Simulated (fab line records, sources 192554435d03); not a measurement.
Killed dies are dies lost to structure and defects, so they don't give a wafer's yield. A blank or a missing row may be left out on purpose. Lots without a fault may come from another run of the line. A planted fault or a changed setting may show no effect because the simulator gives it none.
Split-lot experiment | flow n5_finfet | 7 lots, 39 wafers read, on a route of 1938 steps

THE SPLIT
At N5_SDB_ALD_29 (deposits SiNx, target thk 30 nm, pulse time 1 s, ald cycles 600), the setting ald_cycles was moved away from the recipe's 600 on 12 of the 39 wafers read, by -58.8% to +38.5%. The other wafers ran this setting at the recipe's value.

The reading is taken at the split's own step.

THE READING
SiNx_of_SDB_ALD_29.thk_nm (the simulator's own value, which no gauge read), in nm, at N5_SDB_ALD_29 (deposits SiNx, target thk 30 nm, pulse time 1 s, ald cycles 600). The file gives no usual value for it. The 27 wafers here that ran the recipe average 30.1 nm, standard deviation 0.2 nm.

wafer  | tool, chamber at the split | ald_cycles as run | against the recipe | SiNx_of_SDB_ALD_29.thk_nm, nm | against lot-mates on the recipe
L074.1 | ald_sin-04, 1              | 600               | recipe             | 29.8                          | -
L074.2 | ald_sin-04, 0              | 600               | recipe             | 30                            | -
L074.6 | ald_sin-04, 0              | 600               | recipe             | 30                            | -
L074.3 | ald_sin-04, 2,3,3          | 600               | recipe             | 30.2                          | -
L074.4 | ald_sin-04, 2,3,3          | 600               | recipe             | 30.2                          | -
L074.5 | ald_sin-04, 2,3,3          | 600               | recipe             | 30.2                          | -
L075.1 | ald_sin-03, 3,2            | 831               | +38.5%             | 41.4                          | +11.3
L075.6 | ald_sin-03, 3,2            | 831               | +38.5%             | 41.4                          | +11.3
L075.2 | ald_sin-03, 0,1            | 600               | recipe             | 30                            | -
L075.4 | ald_sin-03, 0,1            | 600               | recipe             | 30                            | -
L075.3 | ald_sin-03, 2              | 831               | +38.5%             | 41.6                          | +11.5
L075.5 | ald_sin-03, 1              | 600               | recipe             | 30.2                          | -
L080.1 | ald_sin-01, 3,1,3          | 600               | recipe             | 30                            | -
L080.3 | ald_sin-01, 3,1,3          | 600               | recipe             | 30                            | -
L080.6 | ald_sin-01, 3,1,3          | 600               | recipe             | 30                            | -
L080.2 | ald_sin-01, 2,0            | 247               | -58.8%             | 12.4                          | -17.6
L080.4 | ald_sin-01, 2,0            | 247               | -58.8%             | 12.4                          | -17.6
L080.5 | ald_sin-01, 0              | 247               | -58.8%             | 12.2                          | -17.8
L082.1 | ald_sin-01, 2,3,1,3        | 600               | recipe             | 30.2                          | -
L082.2 | ald_sin-01, 2,3,1,3        | 600               | recipe             | 30.2                          | -
L082.3 | ald_sin-01, 2,3,1,3        | 600               | recipe             | 30.2                          | -
L082.6 | ald_sin-01, 2,3,1,3        | 600               | recipe             | 30.2                          | -
L082.4 | ald_sin-01, 0              | 600               | recipe             | 30.4                          | -
L082.5 | ald_sin-01, 0              | 600               | recipe             | 30.4                          | -
L083.1 | ald_sin-01, 0              | 600               | recipe             | 30.2                          | -
L083.2 | ald_sin-01, 1,3            | 470               | -21.7%             | 23.6                          | -6.5
L083.4 | ald_sin-01, 1,3            | 470               | -21.7%             | 23.6                          | -6.5
L083.3 | ald_sin-01, 2              | 470               | -21.7%             | 23.8                          | -6.3
L083.5 | ald_sin-01, 3,2            | 600               | recipe             | 30                            | -
L083.6 | ald_sin-01, 3,2            | 600               | recipe             | 30                            | -
L088.1 | ald_sin-03, 3              | 600               | recipe             | 29.4                          | -
L088.2 | ald_sin-03, 1              | 600               | recipe             | 30                            | -
L088.3 | ald_sin-03, 0,1,0          | 410               | -31.7%             | 20.4                          | -9.3
L088.5 | ald_sin-03, 0,1,0          | 410               | -31.7%             | 20.4                          | -9.3
L088.6 | ald_sin-03, 0,1,0          | 410               | -31.7%             | 20.4                          | -9.3
L088.4 | ald_sin-03, 2              | 600               | recipe             | 29.8                          | -
L092.1 | ald_sin-03, 1,0            | 600               | recipe             | 30                            | -
L092.5 | ald_sin-03, 1,0            | 600               | recipe             | 30                            | -
L092.3 | ald_sin-03, 2              | 600               | recipe             | 29.8                          | -
Where a row lists several chambers, the file gives one row for several wafers and doesn't say which wafer went through which chamber.

THE FIT
A straight line over all 39 wafers: SiNx_of_SDB_ALD_29.thk_nm changes by +0.3 nm for each +1% of ald_cycles; r = +1.00; the points scatter about the line by 0.19 nm.
The same after taking each lot's own level away (the mean of its wafers on the recipe; 39 wafers): +0.298 nm for each +1%; r = +1.00; scatter 0.13 nm.
On that fit, the largest move of ald_cycles shifts the reading by 18 nm.
The lots' own levels span 29.73 to 30.27 nm, that is 2.7 times the standard deviation above.
So the lot-to-lot level changes the slope little: the two slopes agree.
Check: with one of the wafers moved furthest among these (-58.8%) left out of the fit, the line predicts -17.5 nm for it against its lot-mates. It came out at -17.6 nm against them.

OTHER SPLITS ON THESE WAFERS
These wafers also went through other splits before the reading. Each is held against what the fit with the lots' levels taken away leaves over:
other split on the same wafers               | wafers away from the commonest value | r with SiNx_of_SDB_ALD_29.thk_nm (lot level and that fit taken away)
N5_ZERO_LAYER_DEVELOP_10 develop_time_s      | 15                                   | +0.04
N5_STI_FIN_REVEAL_ETCHBACK_08 target_depth_a | 12                                   | +0.09

THE WHOLE CHAIN: every reading that the file lists as answering this split, in the file's order
step          | what it does                                                      | reading                                                                    | change (the file's fit)                                                              | r (the file's)
N5_SDB_ALD_29 | deposits SiNx, target thk 30 nm, pulse time 1 s, ald cycles 600   | SiNx_of_SDB_ALD_29.thk_nm (the simulator's own value, which no gauge read) | +0.298 nm for each +1% of the setting                                                | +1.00
N5_SDB_CMP_30 | polishes, stops on poly-Si, t overpolish 1.54 s, target thk 30 nm | SiNx_of_SDB_ALD_29.thk_nm (the simulator's own value, which no gauge read) | not straight: 12.33 at the lowest setting, 30.05 at the recipe, 31.13 at the highest | not given

THE FILE'S OWN FIT
SiNx_of_SDB_ALD_29.thk_nm changes by +0.298 nm for each +1% of ald_cycles, r = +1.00.
